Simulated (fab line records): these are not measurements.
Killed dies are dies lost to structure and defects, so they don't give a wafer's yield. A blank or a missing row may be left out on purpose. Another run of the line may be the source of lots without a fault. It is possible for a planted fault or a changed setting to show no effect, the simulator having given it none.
The tool behind it: which one? :: flow nand harc :: 12 lots with 36 wafers sampled at 5 steps, on a route of 1302 steps

WHAT THE GAUGES READ, wafer by wafer
NHARC_END_SORT_01.
lot: L851
measured: day 27 15:47
on: prober-01
killed at array: 54 59 48
killed at other: 3 1 3
killed at periphery: 11 6 8
killed dies: 68 66 59
killed open: 6 3 2
killed short: 2 2 2

lot: L852
measured: day 28 00:18
on: prober-02
killed at array: 59 56 64
killed at other: 0 0 0
killed at periphery: 3 6 3
killed dies: 62 62 67
killed open: 1 1 1
killed short: 0 1 2

lot: L854
measured: day 29 05:44
on: prober-02
killed at array: 71 60 75
killed at other: 0 0 2
killed at periphery: 4 0 2
killed dies: 75 60 79
killed open: 2 2 2
killed short: 3 2 2

lot: L861
measured: day 32 00:27
on: prober-02
killed at array: 30 32 37
killed at other: 1 0 0
killed at periphery: 2 2 0
killed dies: 33 34 37
killed open: 4 1 4
killed short: 0 0 2

WHICH TOOL RAN EACH LOT (tool, then ch and the chambers of the sampled wafers, then the start)
lot: L843
NHARC_A_CONTACT_ETCH_138: har cap etch-03 ch 0, day 22 20:22
NHARC_A_CONTACT_ETCH_98: rie diel-08 ch 0,1,2, day 23 00:00 or earlier
NHARC_A_BLC_SOFTBAKE_05: litho track-04 ch 0, day 23 00:00
NHARC_A_BLC_DESCUM_15: rie diel-10 ch 1,2,3, day 23 01:05

lot: L844
NHARC_A_CONTACT_ETCH_138: har cap etch-03 ch 0,1, day 22 22:43
NHARC_A_CONTACT_ETCH_98: rie diel-08 ch 0,1,3, day 23 02:00 or earlier
NHARC_A_BLC_SOFTBAKE_05: litho track-01 ch 0, day 23 02:00
NHARC_A_BLC_DESCUM_15: rie diel-10 ch 0,2,3, day 23 02:55

lot: L845
NHARC_A_CONTACT_ETCH_138: har cap etch-01 ch 0, day 23 08:27
NHARC_A_CONTACT_ETCH_98: rie diel-08 ch 0,3, day 23 12:00 or earlier
NHARC_A_BLC_SOFTBAKE_05: litho track-06 ch 0, day 23 12:00
NHARC_A_BLC_DESCUM_15: rie diel-10 ch 1,3, day 23 12:40

lot: L848
NHARC_A_CONTACT_ETCH_138: har cap etch-01 ch 0,1, day 24 00:38
NHARC_A_CONTACT_ETCH_98: rie diel-04 ch 0,1,3, day 24 04:00 or earlier
NHARC_A_BLC_SOFTBAKE_05: litho track-06 ch 0, day 24 04:00
NHARC_A_BLC_DESCUM_15: rie diel-09 ch 2,3, day 24 05:08

lot: L846
NHARC_A_CONTACT_ETCH_138: har cap etch-02 ch 0,1, day 24 00:41
NHARC_A_CONTACT_ETCH_98: rie diel-04 ch 0,1,2, day 24 05:00 or earlier
NHARC_A_BLC_SOFTBAKE_05: litho track-01 ch 0, day 24 05:00
NHARC_A_BLC_DESCUM_15: rie diel-10 ch 0,1, day 24 05:47

lot: L850
NHARC_A_CONTACT_ETCH_138: har cap etch-01 ch 0,1, day 25 06:59
NHARC_A_CONTACT_ETCH_98: rie diel-02 ch 0,3, day 25 10:00 or earlier
NHARC_A_BLC_SOFTBAKE_05: litho track-06 ch 0, day 25 10:00
NHARC_A_BLC_DESCUM_15: rie diel-10 ch 0,1, day 25 10:56

lot: L851
NHARC_A_CONTACT_ETCH_138: har cap etch-01 ch 0,1, day 25 14:43
NHARC_A_CONTACT_ETCH_98: rie diel-02 ch 0,1,2, day 25 18:00 or earlier
NHARC_A_BLC_SOFTBAKE_05: litho track-01 ch 0, day 25 18:00
NHARC_A_BLC_DESCUM_15: rie diel-09 ch 1,2, day 25 18:40

lot: L852
NHARC_A_CONTACT_ETCH_138: har cap etch-02 ch 0,1, day 25 23:44
NHARC_A_CONTACT_ETCH_98: rie diel-08 ch 0,1,3, day 26 03:00 or earlier
NHARC_A_BLC_SOFTBAKE_05: litho track-01 ch 0, day 26 03:00
NHARC_A_BLC_DESCUM_15: rie diel-12 ch 0,1,3, day 26 03:47

lot: L854
NHARC_A_CONTACT_ETCH_138: har cap etch-02 ch 0,1, day 27 01:12
NHARC_A_CONTACT_ETCH_98: rie diel-08 ch 0,2,3, day 27 04:00 or earlier
NHARC_A_BLC_SOFTBAKE_05: litho track-01 ch 0, day 27 04:00
NHARC_A_BLC_DESCUM_15: rie diel-09 ch 0,1,3, day 27 05:23

lot: L861
NHARC_A_CONTACT_ETCH_138: har cap etch-01 ch 0,1, day 29 21:17
NHARC_A_CONTACT_ETCH_98: rie diel-08 ch 1,2,3, day 30 00:00 or earlier
NHARC_A_BLC_SOFTBAKE_05: litho track-06 ch 0, day 30 00:00
NHARC_A_BLC_DESCUM_15: rie diel-10 ch 0,3, day 30 01:15

lot: L865
NHARC_A_CONTACT_ETCH_138: har cap etch-02 ch 0,1, day 31 04:04
NHARC_A_CONTACT_ETCH_98: rie diel-04 ch 0,3, day 31 05:27
NHARC_A_BLC_SOFTBAKE_05: litho track-01 ch 0, day 31 08:00
NHARC_A_BLC_DESCUM_15: rie diel-10 ch 0,1,2, day 31 08:32

lot: L864
NHARC_A_CONTACT_ETCH_138: har cap etch-01 ch 0,1, day 31 06:30
NHARC_A_CONTACT_ETCH_98: rie diel-04 ch 1,3, day 31 07:30
NHARC_A_BLC_SOFTBAKE_05: litho track-01 ch 0, day 31 10:00
NHARC_A_BLC_DESCUM_15: rie diel-10 ch 0,3, day 31 10:56
- NHARC_A_CONTACT_ETCH_138: etches the open film in C4F8/O2/Ar, time 311 s, target depth 1914 nm.
- NHARC_A_CONTACT_ETCH_98: etches the open film in C4F6/O2, target depth 20 nm, time 10 s.
- NHARC_A_BLC_SOFTBAKE_05: time 55 s.
- NHARC_A_BLC_DESCUM_15: chemistry O2, time 3 s.

AS READ BY THE TOOLS THEMSELVES (means over the sampled wafers that have a number; for cases with no such wafer, the mark the record gives instead)
NHARC_A_CONTACT_ETCH_98.
lot: L843
tool: rie diel-08
c4f6 flow sccm (sccm): 25.05
drypump motor current A (A): 5.9
oes product au (a.u.): 0.952
rf fwd power W (W): 585.8
rf vpp V (V): 547
showerhead plenum p Torr (Torr): 3.99
throttle valve pct (%): 26.905

lot: L844
tool: rie diel-08
c4f6 flow sccm (sccm): 25.06
drypump motor current A (A): 6.1
oes product au (a.u.): 0.956
rf fwd power W (W): 587.7
rf vpp V (V): 547
showerhead plenum p Torr (Torr): 3.92
throttle valve pct (%): 26.900

lot: L845
tool: rie diel-08
c4f6 flow sccm (sccm): 24.99
drypump motor current A (A): 6.2
oes product au (a.u.): 1.003
rf fwd power W (W): 591.1
rf vpp V (V): 549
showerhead plenum p Torr (Torr): 4.04
throttle valve pct (%): 26.913

lot: L848
tool: rie diel-04
c4f6 flow sccm (sccm): 24.92
drypump motor current A (A): 5.8
oes product au (a.u.): 0.968
rf fwd power W (W): 588.2
rf vpp V (V): 549
showerhead plenum p Torr (Torr): 4.04
throttle valve pct (%): 26.894

lot: L846
tool: rie diel-04
c4f6 flow sccm (sccm): 25.01
drypump motor current A (A): 5.9
oes product au (a.u.): 0.969
rf fwd power W (W): 587.5
rf vpp V (V): 549
showerhead plenum p Torr (Torr): 4.07
throttle valve pct (%): 26.911

lot: L850
tool: rie diel-02
c4f6 flow sccm (sccm): 25.12
drypump motor current A (A): 6.3
oes product au (a.u.): 0.991
rf fwd power W (W): 583.5
rf vpp V (V): 548
showerhead plenum p Torr (Torr): 4.00
throttle valve pct (%): 26.903

lot: L851
tool: rie diel-02
c4f6 flow sccm (sccm): 24.96
drypump motor current A (A): 5.8
oes product au (a.u.): 0.989
rf fwd power W (W): 587.1
rf vpp V (V): 547
showerhead plenum p Torr (Torr): 3.93
throttle valve pct (%): 26.903

lot: L852
tool: rie diel-08
c4f6 flow sccm (sccm): 25.04
drypump motor current A (A): 6.0
oes product au (a.u.): 0.947
rf fwd power W (W): 590.1
rf vpp V (V): 547
showerhead plenum p Torr (Torr): 3.91
throttle valve pct (%): 26.901

lot: L854
tool: rie diel-08
c4f6 flow sccm (sccm): 25.05
drypump motor current A (A): 5.8
oes product au (a.u.): 0.936
rf fwd power W (W): 589.9
rf vpp V (V): 548
showerhead plenum p Torr (Torr): 3.93
throttle valve pct (%): 26.901

lot: L861
tool: rie diel-08
c4f6 flow sccm (sccm): 24.99
drypump motor current A (A): 5.7
oes product au (a.u.): 1.002
rf fwd power W (W): 586.5
rf vpp V (V): 545
showerhead plenum p Torr (Torr): 3.80
throttle valve pct (%): 26.902

lot: L865
tool: rie diel-04
c4f6 flow sccm (sccm): 25.10
drypump motor current A (A): 5.8
oes product au (a.u.): 0.996
rf fwd power W (W): 585.5
rf vpp V (V): 549
showerhead plenum p Torr (Torr): 3.98
throttle valve pct (%): 26.899

lot: L864
tool: rie diel-04
c4f6 flow sccm (sccm): 24.94
drypump motor current A (A): 6.1
oes product au (a.u.): 0.958
rf fwd power W (W): 585.8
rf vpp V (V): 551
showerhead plenum p Torr (Torr): 4.10
throttle valve pct (%): 26.899

NHARC_A_BLC_SOFTBAKE_05.
lot: L843
tool: litho track-04
chill plate temp C (C): 22.90
heater power total W (W): 188.49

lot: L844
tool: litho track-01
chill plate temp C (C): 22.91
heater power total W (W): 188.39

lot: L845
tool: litho track-06
chill plate temp C (C): 22.92
heater power total W (W): 188.59

lot: L848
tool: litho track-06
chill plate temp C (C): 22.97
heater power total W (W): 188.39

lot: L846
tool: litho track-01
chill plate temp C (C): 22.92
heater power total W (W): 188.33

lot: L850
tool: litho track-06
chill plate temp C (C): 22.94
heater power total W (W): 188.50

lot: L851
tool: litho track-01
chill plate temp C (C): 22.94
heater power total W (W): 188.39

lot: L852
tool: litho track-01
chill plate temp C (C): 23.15
heater power total W (W): 188.40

lot: L854
tool: litho track-01
chill plate temp C (C): 22.88
heater power total W (W): 188.43

lot: L861
tool: litho track-06
chill plate temp C (C): 22.96
heater power total W (W): 188.39

lot: L865
tool: litho track-01
chill plate temp C (C): 23.10
heater power total W (W): 165.67

lot: L864
tool: litho track-01
chill plate temp C (C): 23.03
heater power total W (W): 165.58

NHARC_A_BLC_DESCUM_15.
lot: L843
tool: rie diel-10
drypump motor current A (A): 5.6
oes product au (a.u.): 1.008
rf vpp V (V): 57.2
showerhead plenum p Torr (Torr): 1.92
throttle valve pct (%): 11.303

lot: L844
tool: rie diel-10
drypump motor current A (A): 5.7
oes product au (a.u.): 0.996
rf vpp V (V): 57.9
showerhead plenum p Torr (Torr): 1.86
throttle valve pct (%): 11.312

lot: L845
tool: rie diel-10
drypump motor current A (A): 5.5
oes product au (a.u.): 0.997
rf vpp V (V): 58.0
showerhead plenum p Torr (Torr): 1.86
throttle valve pct (%): 11.318

lot: L848
tool: rie diel-09
drypump motor current A (A): 5.3
oes product au (a.u.): 0.998
rf vpp V (V): 57.1
showerhead plenum p Torr (Torr): 1.87
throttle valve pct (%): 11.313

lot: L846
tool: rie diel-10
drypump motor current A (A): 5.6
oes product au (a.u.): 1.003
rf vpp V (V): 56.8
showerhead plenum p Torr (Torr): 1.92
throttle valve pct (%): 11.311

lot: L850
tool: rie diel-10
drypump motor current A (A): 5.4
oes product au (a.u.): 1.006
rf vpp V (V): 58.8
showerhead plenum p Torr (Torr): 1.98
throttle valve pct (%): 11.311

lot: L851
tool: rie diel-09
drypump motor current A (A): 5.7
oes product au (a.u.): 1.000
rf vpp V (V): 57.7
showerhead plenum p Torr (Torr): 1.93
throttle valve pct (%): 11.313

lot: L852
tool: rie diel-12
drypump motor current A (A): 6.1
oes product au (a.u.): 1.011
rf vpp V (V): 58.8
showerhead plenum p Torr (Torr): 2.00
throttle valve pct (%): 11.298

lot: L854
tool: rie diel-09
drypump motor current A (A): 5.2
oes product au (a.u.): 1.008
rf vpp V (V): 58.5
showerhead plenum p Torr (Torr): 1.86
throttle valve pct (%): 11.309

lot: L861
tool: rie diel-10
drypump motor current A (A): 5.6
oes product au (a.u.): 0.997
rf vpp V (V): 57.1
showerhead plenum p Torr (Torr): 1.80
throttle valve pct (%): 11.316

lot: L865
tool: rie diel-10
drypump motor current A (A): 5.6
oes product au (a.u.): 1.011
rf vpp V (V): 58.2
showerhead plenum p Torr (Torr): 1.94
throttle valve pct (%): 11.304

lot: L864
tool: rie diel-10
drypump motor current A (A): 5.7
oes product au (a.u.): 1.003
rf vpp V (V): 57.4
showerhead plenum p Torr (Torr): 1.80
throttle valve pct (%): 11.307

THE ANSWER, worked out from the rows above alone
Rule: the usual values come from the lots themselves. Put in order of their means at a reading, lots are off if they are a third of the lots or fewer, leave a main group of 4 or more, and stand apart from it by a gap of 3 or more times the standard deviation of the main group's means; of several such gaps the widest counts. A main group whose means are all the same, to the digits that the tables above print for the reading, isn't used. Also off: a lot with no number at a reading for which 4 or more lots have one. The other lots that the step has rows for count as sound. The gauges are gone through in route order, then the tools' own readings, and for those a lot's mean is taken as printed above. At the first step where some lot is off, the reading lying furthest off is the one used; lots without a number count as furthest.
Off at NHARC_A_BLC_SOFTBAKE_05 (heater power total W): L865, L864. The main group has a mean of 188.43 W with a standard deviation of 0.072.
If a tool, at that step or one of the process steps before it, ran each lot that is off and ran no sound lot following the first of them, it fits. NHARC_A_CONTACT_ETCH_98: start missing for some lots; hours and lot order therefore follow NHARC_A_BLC_SOFTBAKE_05. Can't be told from this: 2 tools fit, rie diel-04 at NHARC_A_CONTACT_ETCH_98, litho track-01 at NHARC_A_BLC_SOFTBAKE_05.

WHAT WAS PUT IN BY THE SIMULATOR
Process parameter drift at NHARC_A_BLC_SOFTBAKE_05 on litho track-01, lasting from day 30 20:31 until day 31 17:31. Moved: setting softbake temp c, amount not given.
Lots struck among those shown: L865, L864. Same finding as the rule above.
